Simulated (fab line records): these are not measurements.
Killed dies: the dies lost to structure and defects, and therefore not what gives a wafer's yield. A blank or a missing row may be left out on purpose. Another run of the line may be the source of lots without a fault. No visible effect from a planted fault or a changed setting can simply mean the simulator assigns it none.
fab line records ; flow n5-finfet ; part 1 of 2: steps 1 to 39 of 40
[record] lots = 5; wafers = 15; last-day = 18
route steps=1938 shown BEOL_M4@1099 BEOL_M5@1112 BEOL_M11@1594 BEOL_M15@1830 PASSIVATION@1936
lots untouched by any fault: they come from a run of this same line in which no faults occurred
start-h: the number of hours between the record's first day and the start of the first shown wafer of the lot ; wait-h: hours elapsed since this lot's preceding step ; " same as the row above ; L1.1+2: a single row standing in for several wafers ; - no value, or no start given ; * or withheld: withheld ; < > ~ a bound
route shown NAME@n: a module of which the file shows steps, and the number in the route of the first ; usual: mean/standard deviation of fault-free wafers ; same: alike in all rows ; chamber/n: place in a boat ; sites: per-site readings ; _std_site: standard deviation of those values ; _edge_site: the outer-site mean with the inner-site mean subtracted ; radius-mm: for every site, how far away it sits from the centre of the wafer ; mask NAME#n: copy n ; behind: the most recent tool/chamber to have shaped the wafer ; hold: reason for holding the lot/hours on hold/outcome of the hold ; device: whichever transistor did not switch (one of n, p or np) ; end of line: the same wafers' tests at the end of the route ; a step without rows: its recipe alone ; killed: at the first sort, the dies lost to defects and structure; wafer yield is something else ; map: per-die view of a wafer (x killed, . not killed, _ where there is no die)
set.NAME: setting as actually run; set.NAME@STEP: the setting as run at that earlier step ; model.NAME: the simulator's own value behind a step, which no gauge read
a table for each step, a row for each wafer; lots at some steps of the route
services: a tool's chamber out of use, with start hour (start-h, from the record's first day; less than 0 if before it), hours out, and reason
[[steps]]
[step N5_BEOL_M4_ANNEAL_95]
[recipe] temp-c = 400; time-s = 240; ambient = vacuum
[step N5_BEOL_M4_SPUTTER_96]
[recipe] material = Cu; target-thk-a = 45; temp-c = -20; chamber-pressure-pa = 0.07; power-w = withheld; time-s = 8.29
[step N5_BEOL_M4_ECD_50]
[recipe] material = Cu; target-thk-a = 3000
[step N5_BEOL_M4_ANNEAL_51]
[recipe] temp-c = 225; time-s = 90; ambient = N2
[step N5_BEOL_M4_CMP_52]
[recipe] stop-on = SiOC; t-overpolish-s = 6.8; down-force-psi = 1; platen-rpm = 50; clearing-platen-down-force-psi = 1.5; clearing-platen-rpm = 50; post-cmp-clean = cu-alkaline; target-thk-nm = 40; clearing-platen-pad-velocity-m-s = 0.99484; pad-velocity-m-s = 0.99484
[step N5_BEOL_M4_PRE_CLEAN_60]
[recipe] gas = NH3/H2; time-s = 15; temp-c = *; rf-power-w = 300
[step N5_BEOL_M4_CO_CAP_55]
[recipe] material = Co; target-thk-a = 20; temp-c = 200; precursor = CCTBA/H2; pressure-torr = 30; time-s = 102.1
[step N5_BEOL_M4_PRE_CLEAN_56]
[recipe] gas = NH3; time-s = 15; temp-c = withheld; rf-power-w = 300
[step N5_BEOL_M4_DEP_57]
[recipe] material = SiCN; target-thk-a = 80; temp-c = withheld; precursor = 3MS/NH3; pressure-torr = 3; rf-w = 202; time-s = 14
[step N5_BEOL_M4_RC_MEAS_101]
[usual] DIBL_N = 36.1/2; DIBL_P = 36.3/2.5; IOFF_N = 0.16/0.037; IOFF_P = 0.21/0.039; ION_N = 678/15; ION_P = 465/8.7; SS_N = 71.4/0.7; SS_P = 73.3/0.74; VT_N = 249/3.6; VT_P = -250.0/2.9
lot.wafer;tool;chamber;start-h;wait-h;DIBL_N[mV/V];DIBL_P[mV/V];IOFF_N[nA/um];IOFF_P[nA/um];ION_N[uA/um];ION_P[uA/um];SS_N[mV/dec];SS_P[mV/dec];VT_N[mV];VT_P[mV]
L461.3;prober-01;0;256.17;0.3;37.9;36.7;0.17;0.24;654;455;72.0;73.6;252;-246.1
L461.4;prober-01;0;256.17;0.3;34.7;33.0;0.13;0.19;670;457;70.6;72.4;251;-249.3
L461.5;prober-01;0;256.17;0.3;35.3;33.8;0.13;0.20;657;465;71.1;73.2;252;-250.4
L466.2;prober-02;0;284.11;0.2;40.9;43.0;0.27;0.32;667;454;72.4;74.2;239;-245.6
L466.4;prober-02;0;284.11;0.2;38.2;40.0;0.19;0.27;665;463;71.6;73.7;246;-244.5
L466.6;prober-02;0;284.11;0.2;35.8;36.4;0.16;0.21;646;444;70.8;73.0;248;-249.7
L465.1;prober-02;0;284.88;0.5;40.2;41.4;0.27;0.35;685;466;71.5;74.3;243;-241.5
L465.3;prober-02;0;284.88;0.5;38.3;36.4;0.18;0.24;655;448;71.5;73.5;251;-245.6
L465.5;prober-02;0;284.88;0.5;41.5;42.4;0.30;0.38;690;471;72.6;74.3;242;-239.4
L467.3;prober-02;0;299.46;0.3;32.7;32.9;0.11;0.16;668;463;70.4;72.5;256;-250.3
L467.5;prober-02;0;299.46;0.3;33.5;33.2;0.12;0.16;664;460;70.7;72.6;254;-253.1
L467.6;prober-02;0;299.46;0.3;38.5;41.1;0.21;0.30;676;469;71.9;74.7;247;-245.6
L472.1;prober-01;0;324.98;0.0;38.4;39.4;0.22;0.26;686;464;72.2;73.9;245;-245.6
L472.2;prober-01;0;324.98;0.0;32.9;33.3;0.13;0.17;672;465;70.0;73.2;248;-249.2
L472.3;prober-01;0;324.98;0.0;33.2;33.9;0.13;0.19;685;481;70.8;72.1;249;-251.4
[step N5_BEOL_M5_ILD_DEP_00]
[recipe] material = SiCOH_lowk; target-thk-a = 1406.4; temp-c = 300; precursor = DEMS/porogen; pressure-torr = 5; rf-w = 500; time-s = 25.9
[step N5_BEOL_M5_CURE_79]
[recipe] temp-c = 385; time-s = 240; ambient = He/Ar; material = SiCOH_lowk
[step N5_BEOL_M5_PECVD_70]
[recipe] material = SiO2; target-thk-a = 160; temp-c = 400; precursor = TEOS/O2; pressure-torr = 5.5; rf-w = 450; teos-flow-sccm = 53.8; gas = O2; flow-sccm = 3000; time-s = 18
[step N5_BEOL_M5_HM_DEP_02]
[recipe] material = TiN; target-thk-a = 200; temp-c = 25; chamber-pressure-pa = 0.49996
[step N5_BEOL_M5_COAT_59]
[recipe] resist = SOC; temp-c = 250; time-s = 60; spin-rpm = 1500; resist-thk-nm = 60
[step N5_BEOL_M5_COAT_60]
[recipe] resist = SiARC; temp-c = 220; time-s = 60; spin-rpm = 1500; resist-thk-nm = 12
[step N5_BEOL_M5_COAT_71]
[recipe] resist = underlayer; temp-c = 205; time-s = 60; spin-rpm = 1500; resist-thk-nm = 5
[step N5_BEOL_M5_COAT_05]
[recipe] resist = CAR-EUV; spin-rpm = 1500; resist-thk-nm = 30
[step N5_BEOL_M5_EBR_07]
[recipe] solvent = PGMEA; ebr-width-mm = 1.5
[step N5_BEOL_M5_SOFTBAKE_06]
[recipe] temp-c = 110; time-s = 60; resist = CAR-EUV
[step N5_BEOL_M5_EXPOSE_08]
[recipe] mask-id = M5; na = 0.33; source-shape = annular; sigma-inner = 0.4; sigma-outer = 0.8; polarization = unpolarized; target-cd-nm = 28; dose-mj = 35.75
[step N5_BEOL_M5_PEB_09]
[recipe] peb-temp-c = 100; peb-time-s = 60; resist = CAR-EUV
[step N5_BEOL_M5_DEVELOP_10]
[recipe] develop-time-s = 30; developer = TMAH; resist = CAR-EUV; rinse-liquid = surfactant-rinse; dry = air-spin; dev-temp-c = 23
[step N5_BEOL_M5_DESCUM_16]
[recipe] chemistry = O2; time-s = 7; source-power-w = 50; bias-power-w = 20; pressure-mtorr = 20; rf-frequency-hz = 2.712e+07; temp-c = 40; resist = CAR-EUV; o2-flow-sccm = 225
[step N5_BEOL_M5_ETCH_72]
[recipe] chemistry = N2/H2; target = underlayer; target-depth-a = 65; mask-material = CAR-EUV; time-s = 5.2; ion-energy-ev = 200; pressure-mtorr = 30; source-w = 840; bias-w = 150; n2-flow-sccm = 200; h2-flow-sccm = 200; ends = cleared
[step N5_BEOL_M5_ETCH_61]
[recipe] chemistry = CF4; target = SiARC; target-depth-a = 156; mask-material = CAR-EUV; time-s = 26; ion-energy-ev = 80; pressure-mtorr = 40; source-w = 545; bias-w = 36; Ar_flow_sccm = 100; cf4-flow-sccm = 100; ends = cleared
[step N5_BEOL_M5_ETCH_62]
[recipe] chemistry = N2/H2; target = SOC; target-depth-a = 750; overetch-a = 150; mask-material = SiARC; temp-c = 40; time-s = 112.5; ion-energy-ev = 200; pressure-mtorr = 30; source-w = 840; bias-w = 150; n2-flow-sccm = 200; h2-flow-sccm = 200
[step N5_BEOL_M5_STRIP_63]
[recipe] chemistry = N2/H2; temp-c = 40; n2-flow-sccm = 200; h2-flow-sccm = 200; rf-frequency-hz = 6e+07
[step N5_BEOL_M5_STRIP_73]
[recipe] chemistry = N2/H2; temp-c = 40; n2-flow-sccm = 200; h2-flow-sccm = 200; rf-frequency-hz = 6e+07
[step N5_BEOL_M5_STRIP_64]
[recipe] chemistry = CF4; resist = SiARC; power-w = 300; bias-power-w = 75; pressure-mtorr = 50; cf4-flow-sccm = 150; rf-frequency-hz = 6e+07
[step N5_BEOL_M5_HM_OPEN_17]
[recipe] chemistry = Cl2/BCl3; target-depth-a = 200; overetch-a = 60; target = TiN; mask-material = SOC; ion-energy-ev = 150; pressure-mtorr = 10; icp-w = 1000; bias-w = 126; Cl2_flow_sccm = 53.25; bcl3-flow-sccm = 21.75; Ar_flow_sccm = 25
[step N5_BEOL_M5_STRIP_19]
[recipe] chemistry = O2; power-w = 400; temp-c = 40; pressure-mtorr = 30; rf-frequency-hz = 6e+07; bias-power-w = 0; overash-fraction = 0.2; o2-flow-sccm = 225
[step N5_BEOL_M5_COAT_65]
[recipe] resist = SOC; temp-c = 250; time-s = 60; spin-rpm = 1500; resist-thk-nm = 60
[step N5_BEOL_M5_COAT_66]
[recipe] resist = SiARC; temp-c = 220; time-s = 60; spin-rpm = 1500; resist-thk-nm = 12
[step N5_BEOL_M11_ECD_50]
[recipe] material = Cu; target-thk-a = 3180
lot.wafer;tool;chamber;start-h;wait-h;model.Cu_of_BEOL_M11_ECD_50.thk-nm
L461.3;ecd-cu-01;0;318.63;0.1;314.8
L461.4;ecd-cu-01;1;318.63;0.1;316.8
L461.5;ecd-cu-01;1;318.63;0.1;317
L466.2;ecd-cu-01;1;353.32;0.1;89.4
L466.4;ecd-cu-01;0;353.32;0.1;91.6
L466.6;ecd-cu-01;1;353.32;0.1;93.4
L465.1;ecd-cu-01;0;359.70;0.1;91
L465.3;ecd-cu-01;1;359.70;0.1;87.8
L465.5;ecd-cu-01;0;359.70;0.1;87.4
L467.3;ecd-cu-01;0;361.42;0.1;84.6
L467.5;ecd-cu-01;1;361.42;0.1;87
L467.6;ecd-cu-01;0;361.42;0.1;93.6
L472.1;ecd-cu-02;1;385.20;0.1;319.2
L472.2;ecd-cu-02;0;385.20;0.1;313.8
L472.3;ecd-cu-02;1;385.20;0.1;318.2
[step N5_BEOL_M11_CMP_52]
[recipe] stop-on = SiCOH_lowk; t-overpolish-s = 7; down-force-psi = 1; platen-rpm = 50; clearing-platen-down-force-psi = 1.5; clearing-platen-rpm = 50; post-cmp-clean = cu-alkaline; target-thk-nm = 140; clearing-platen-pad-velocity-m-s = 0.99484; pad-velocity-m-s = 0.99484
[usual] clearing-platen-down-force-psi = 1.4995/0.0028; clearing-platen-rpm = 50.002/0.024; motor-current-A = 5.9/0.56; platen-rpm = 50.00/0.035; time-to-endpoint-s = 68/4.1
lot.wafer;tool;chamber;start-h;wait-h;clearing-platen-down-force-psi;clearing-platen-rpm;motor-current-A;platen-rpm;time-to-endpoint-s;model.Cu_of_BEOL_M11_ECD_50.thk-nm
L461.3;cmp-02;0;322.84;0.2;1.5003;50.013;5.8;49.97;74;155
L461.4;cmp-02;1;322.84;0.2;1.5027;49.971;5.4;50.04;69;136.2
L461.5;cmp-02;3;322.84;0.2;1.4966;49.986;6.5;49.93;70;154.8
L466.4;cmp-04;2;353.79;0.2;1.4958;50.038;5.4;50.07;15;91.6
L466.2;cmp-04;3;353.79;0.2;1.4964;49.974;6.0;49.92;20;89.4
L466.6;cmp-04;1;353.79;0.2;1.4952;50.015;5.0;49.95;17;93.4
L465.3;cmp-03;2;360.11;0.2;1.4975;49.966;7.1;50.01;15;87.8
L465.1;cmp-03;1;360.11;0.2;1.4977;49.997;5.5;49.99;25;91
L465.5;cmp-03;3;360.11;0.2;1.5018;49.986;5.4;50.02;18;87.4
L467.3;cmp-04;3;362.54;0.2;1.4975;50.050;5.8;49.96;18;84.6
L467.5;cmp-04;1;362.54;0.2;1.5023;49.983;5.1;50.01;19;87
L467.6;cmp-04;2;362.54;0.2;1.5012;49.981;5.4;49.97;18;93.6
L472.1;cmp-03;2;386.07;0.3;1.5025;50.006;7.1;49.92;63;133.2
L472.2;cmp-03;3;386.07;0.3;1.4997;50.022;5.7;50.06;64;134.8
L472.3;cmp-03;0;386.07;0.3;1.5006;49.989;5.7;49.92;73;140.4
[step N5_BEOL_M11_THK_MEAS_53]
[recipe] thk-meas-gauge = xrf; reads = Cu_of_BEOL_M11_ECD_50
[usual] M11_THK = 139/5.4
lot.wafer;tool;chamber;start-h;wait-h;M11_THK[nm]
L461.3;film-metro-01;-;323.10;-;154
L461.4;film-metro-01;-;323.10;-;135
L461.5;film-metro-01;-;323.10;-;153
L466.2;film-metro-02;-;354.04;-;89
L466.4;film-metro-02;-;354.04;-;91
L466.6;film-metro-02;-;354.04;-;93
L465.1;film-metro-01;-;360.40;-;90
L465.3;film-metro-01;-;360.40;-;87
L465.5;film-metro-01;-;360.40;-;86
L467.3;film-metro-01;-;362.76;-;84
L467.5;film-metro-01;-;362.76;-;86
L467.6;film-metro-01;-;362.76;-;93
L472.1;film-metro-02;-;386.36;-;133
L472.2;film-metro-02;-;386.36;-;136
L472.3;film-metro-02;-;386.36;-;141
[step N5_BEOL_M11_RS_MEAS_57]
[recipe] thk-meas-gauge = four-point-probe; reads = Cu_of_BEOL_M11_ECD_50+Co_of_BEOL_M11_CVD_75+TaN_of_BEOL_M11_ALD_74
[usual] M11_RS = 0.151/0.006
lot.wafer;tool;chamber;start-h;wait-h;M11_RS[ohm/sq]
L461.3;film-metro-02;-;323.23;0.0;0.135
L461.4;film-metro-02;-;323.23;0.0;0.156
L461.5;film-metro-02;-;323.23;0.0;0.135
L466.2;film-metro-02;-;354.17;0.0;0.250
L466.4;film-metro-02;-;354.17;0.0;0.243
L466.6;film-metro-02;-;354.17;0.0;0.238
L465.1;film-metro-01;-;360.53;0.0;0.245
L465.3;film-metro-01;-;360.53;0.0;0.256
L465.5;film-metro-01;-;360.53;0.0;0.258
L467.3;film-metro-01;-;362.89;0.0;0.268
L467.5;film-metro-01;-;362.89;0.0;0.258
L467.6;film-metro-01;-;362.89;0.0;0.238
L472.1;film-metro-02;-;386.49;0.0;0.159
L472.2;film-metro-02;-;386.49;0.0;0.157
L472.3;film-metro-02;-;386.49;0.0;0.150
[step N5_BEOL_M15_RC_MEAS_101]
[usual] COMB_M10 = 1.5e-11/3e-12; COMB_M12 = 6.4e-12/1.4e-12; COMB_M13 = 4.9e-12/1e-12; COMB_M14 = 3.8e-12/9.5e-13; COMB_M15 = 2.7e-12/7.1e-13; COMB_M5 = 3.7e-11/6.9e-12; COMB_M5_max_site = 5.2e-11/1.1e-11; COMB_M6 = 2.6e-11/5.1e-12; COMB_M7 = 2.5e-11/4.9e-12; COMB_M8 = 2.7e-11/5.4e-12; COMB_M9 = 1.5e-11/3.1e-12; SERP_M10 = 3.01/0.094; SERP_M11 = 3.08/0.13; SERP_M11_max_site = 3.17/0.14; SERP_M12 = 0.625/0.023; SERP_M13 = 0.311/0.0091; SERP_M14 = 0.160/0.0054; SERP_M5 = 39.5/2.5; SERP_M6 = 13.4/0.63; SERP_M7 = 13.6/0.69; SERP_M7_max_site = 14.1/0.72; SERP_M8 = 13.5/0.64; SERP_M9 = 3.11/0.13
lot.wafer;tool;chamber;start-h;wait-h;COMB_M10[S/m];COMB_M12[S/m];COMB_M13[S/m];COMB_M14[S/m];COMB_M15[S/m];COMB_M5[S/m];COMB_M5_max_site[S/m];COMB_M6[S/m];COMB_M7[S/m];COMB_M8[S/m];COMB_M9[S/m];SERP_M10[ohm/um];SERP_M11[ohm/um];SERP_M11_max_site[ohm/um];SERP_M12[ohm/um];SERP_M13[ohm/um];SERP_M14[ohm/um];SERP_M5[ohm/um];SERP_M6[ohm/um];SERP_M7[ohm/um];SERP_M7_max_site[ohm/um];SERP_M8[ohm/um];SERP_M9[ohm/um]
L461.3;prober-02;0;348.94;0.3;1.8e-11;7.6e-12;5.2e-12;5.4e-12;3.6e-12;3.2e-11;4.3e-11;2.1e-11;2.5e-11;2.7e-11;1.5e-11;3.01;2.83;2.86;0.619;0.303;0.148;36.9;12.5;11.5;11.9;14.5;3.12
L461.4;prober-02;0;348.94;0.3;1.5e-11;8.4e-12;6.5e-12;5.3e-12;2.5e-12;3.8e-11;4.1e-11;2.7e-11;1.6e-11;2.6e-11;1.6e-11;2.97;3.13;3.22;0.657;0.305;0.156;37.6;13.2;14.3;14.8;13.6;3.03
L461.5;prober-02;0;348.94;0.3;1.5e-11;8e-12;5.4e-12;3.9e-12;2.3e-12;2.4e-11;6e-11;2.1e-11;1.8e-11;2.8e-11;1.5e-11;2.99;2.81;2.85;0.653;0.304;0.148;37.1;13.1;13.8;14.2;13.6;3.12
L466.2;prober-02;0;378.15;0.2;2e-11;9.3e-12;5e-12;4.6e-12;3e-12;4.2e-11;5.5e-11;2.3e-11;2.6e-11;2.9e-11;1.3e-11;2.93;5.12;5.26;0.609;0.297;0.158;46.2;14.0;14.6;15.1;12.9;2.74
L466.4;prober-02;0;378.15;0.2;1.3e-11;9.5e-12;5.5e-12;3.6e-12;3.5e-12;3.7e-11;5.1e-11;2e-11;2.3e-11;2.4e-11;1.6e-11;3.00;4.82;4.99;0.598;0.313;0.160;40.4;12.2;13.5;13.8;14.3;3.03
L466.6;prober-02;0;378.15;0.2;2.2e-11;9.3e-12;4.5e-12;4.1e-12;3.6e-12;3.9e-11;4.7e-11;1.9e-11;3.1e-11;3.6e-11;1.3e-11;2.91;4.87;4.92;0.585;0.312;0.158;41.7;13.2;14.3;14.8;13.1;3.07
L465.1;prober-02;0;385.99;0.0;1.8e-11;5.8e-12;3.8e-12;5.4e-12;2.6e-12;3.8e-11;6.3e-11;2.6e-11;2e-11;2.2e-11;1.5e-11;2.94;4.92;5.07;0.645;0.325;0.159;41.7;12.7;14.0;14.6;12.2;3.17
L465.3;prober-02;0;385.99;0.0;1.2e-11;6e-12;5.7e-12;3.5e-12;3e-12;4.2e-11;6.8e-11;2e-11;1.8e-11;2.8e-11;1.3e-11;2.89;5.05;5.19;0.634;0.324;0.157;40.8;12.8;13.7;14.0;13.6;3.31
L465.5;prober-02;0;385.99;0.0;1.6e-11;4.7e-12;5.4e-12;3.5e-12;2.9e-12;2.8e-11;4.4e-11;1.9e-11;2.1e-11;3.1e-11;1.2e-11;2.97;5.15;5.50;0.624;0.308;0.159;41.0;13.2;13.5;13.9;12.6;3.15
L467.3;prober-01;0;387.15;0.9;1.7e-11;5.7e-12;4.4e-12;3.1e-12;1.4e-12;3.6e-11;4.4e-11;2.3e-11;2e-11;2.6e-11;1e-11;2.94;5.21;5.61;0.588;0.322;0.155;38.9;12.6;12.2;12.9;14.8;3.22
L467.5;prober-01;0;387.15;0.9;1.2e-11;4e-12;3.9e-12;3.2e-12;2e-12;3.9e-11;6e-11;2.3e-11;2.4e-11;2.5e-11;9e-12;2.95;5.11;5.26;0.588;0.310;0.162;42.9;13.1;14.2;14.6;13.3;3.11
L467.6;prober-01;0;387.15;0.9;1.1e-11;5.4e-12;2.9e-12;2.9e-12;1.5e-12;3.1e-11;4.3e-11;2.9e-11;1.7e-11;2.7e-11;8e-12;3.10;4.87;5.03;0.615;0.302;0.155;40.5;13.2;13.0;14.1;13.5;3.30
L472.1;prober-02;0;414.63;0.0;1.5e-11;6e-12;5e-12;3.8e-12;3.4e-12;4.7e-11;6.7e-11;2.8e-11;2.8e-11;2.8e-11;1.4e-11;2.98;3.32;3.34;0.620;0.301;0.158;41.1;13.8;13.1;13.4;14.3;3.10
L472.2;prober-02;0;414.63;0.0;2.9e-11;6.3e-12;4.3e-12;3.6e-12;3.8e-12;3.8e-11;4.8e-11;2.7e-11;3.1e-11;2.4e-11;1.4e-11;3.05;3.25;3.35;0.609;0.307;0.160;38.5;14.2;14.6;15.1;13.7;3.22
L472.3;prober-02;0;414.63;0.0;1.5e-11;5.7e-12;6e-12;4.3e-12;3.8e-12;2.9e-11;4.3e-11;2.9e-11;3.3e-11;2.7e-11;1.6e-11;3.08;3.04;3.14;0.628;0.316;0.161;42.4;13.9;13.4;13.6;13.1;3.24
// sites SERP_M11 radius-mm=0,75,75,75,75,140,140,140,140
L461.3 2.83 2.85 2.83 2.84 2.86 2.74 2.77 2.71 2.75
L466.2 5.26 5.17 5.12 5.18 5.24 4.93 5.04 5.10 4.96
L465.1 5.07 4.90 4.97 4.96 5.01 4.76 4.92 4.72 4.82
L467.3 5.01 5.21 5.13 5.07 5.22 5.39 5.33 5.21 5.61
L472.1 3.22 3.30 3.33 3.26 3.29 3.34 3.32 3.32 3.33
[[key]]
[first-sign] step = N5_BEOL_M11_CMP_52; reading = time-to-endpoint-s; direction = down; sigmas = 12; usual = *; struck = *
[effect] step = N5_BEOL_M11_THK_MEAS_53; reading = M11_THK; direction = down; sigmas = 9.4; usual = 139; struck = 89
[effect] step = N5_BEOL_M11_RS_MEAS_57; reading = M11_RS; direction = up; sigmas = 17; usual = 0.151; struck = 0.250
[effect] step = N5_BEOL_M15_RC_MEAS_101; reading = SERP_M11; direction = up; sigmas = 15; usual = 3.08; struck = 5.01
[effect] step = N5_PASSIVATION_PROBE_49; reading = killed_at_M4_up; direction = up; sigmas = 12; usual = 16; struck = 87; wafers-moved = 6
[model-effect] step = N5_BEOL_M11_ECD_50; value = Cu_of_BEOL_M11_ECD_50.thk-nm; without = 317.4; struck = 89.53
[model-effect] step = N5_BEOL_M11_CMP_52; value = Cu_of_BEOL_M11_ECD_50.thk-nm; without = 137.7; struck = 89.53
met-at N5_BEOL_M11_ECD_50
struck-wafers L465.1,L465.3,L465.5,L466.2,L466.4,L466.6,L467.3,L467.5,L467.6
onset-between 318.63 353.32
[earlier-fault] kind = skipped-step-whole; tool = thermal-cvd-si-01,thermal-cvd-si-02; chamber = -; onset-h = 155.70; steps = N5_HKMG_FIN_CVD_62; scope = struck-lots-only
[earlier-fault] kind = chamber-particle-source; tool = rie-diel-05; chamber = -; onset-h = 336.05; steps = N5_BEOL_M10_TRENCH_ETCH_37; rate-per-visit-cm2 = 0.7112
[fault] kind = process-parameter-drift; tool = ecd-cu-01; chamber = -; onset-h = 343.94; steps = N5_BEOL_M11_ECD_50; channel = target-thk-a; offset = *; shape = step; acts-in = *; stated = *
